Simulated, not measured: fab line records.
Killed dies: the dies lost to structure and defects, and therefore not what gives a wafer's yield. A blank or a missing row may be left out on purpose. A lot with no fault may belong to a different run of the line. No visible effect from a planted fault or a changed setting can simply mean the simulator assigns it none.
Matching of chambers    flow n5Finfet    rieDiel-01 running N5_SD_EPI_P_ETCH_16: 4 sister chambers
The step etches SiO2 in CHF3/O2, target depth 5 nm. 4 wafers are shown with their chamber, then 7 later ones without.

## WAFERS, EACH WITH ITS CHAMBER
wafer   chamber  showerheadPlenumPTorr (Torr)
L082.6  1        2.29
L083.2  0        2.41
L085.1  2        2.36
L085.4  3        2.33

## WAFERS WITH NO CHAMBER GIVEN
wafer   showerheadPlenumPTorr (Torr)
L085.5  2.29
L090.4  2.41
L090.5  2.41
L090.6  2.28
L096.2  2.28
L096.4  2.32
L096.5  2.35

## WHICH CHAMBER EACH WENT THROUGH
wafer   from the rows above      in truth
L085.5  1                        1
L090.4  0                        0
L090.5  0                        0
L090.6  1                        1
L096.2  1                        1
L096.4  3                        3
L096.5  can't be placed: 2 or 3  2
Correct placement for 6 of the 7. Cannot be placed on the basis of these rows: 1; the candidates contain the true chamber in 1. Placed wrongly: 0.
How it was worked out, from the rows above alone: a wafer's distance from a chamber is the root of the sum, over the readings, of the square of ((its reading less the chamber's mean) divided by the reading's scatter). If the next closest chamber is less than 2 further off than the closest, the wafer can't be placed; otherwise it belongs to the closest. The mean given for a chamber averages the wafers shown for that chamber. The scatter (one wafer shown for each chamber): square how far every hidden wafer sits from the nearest shown wafer, average those squares and take the square root.
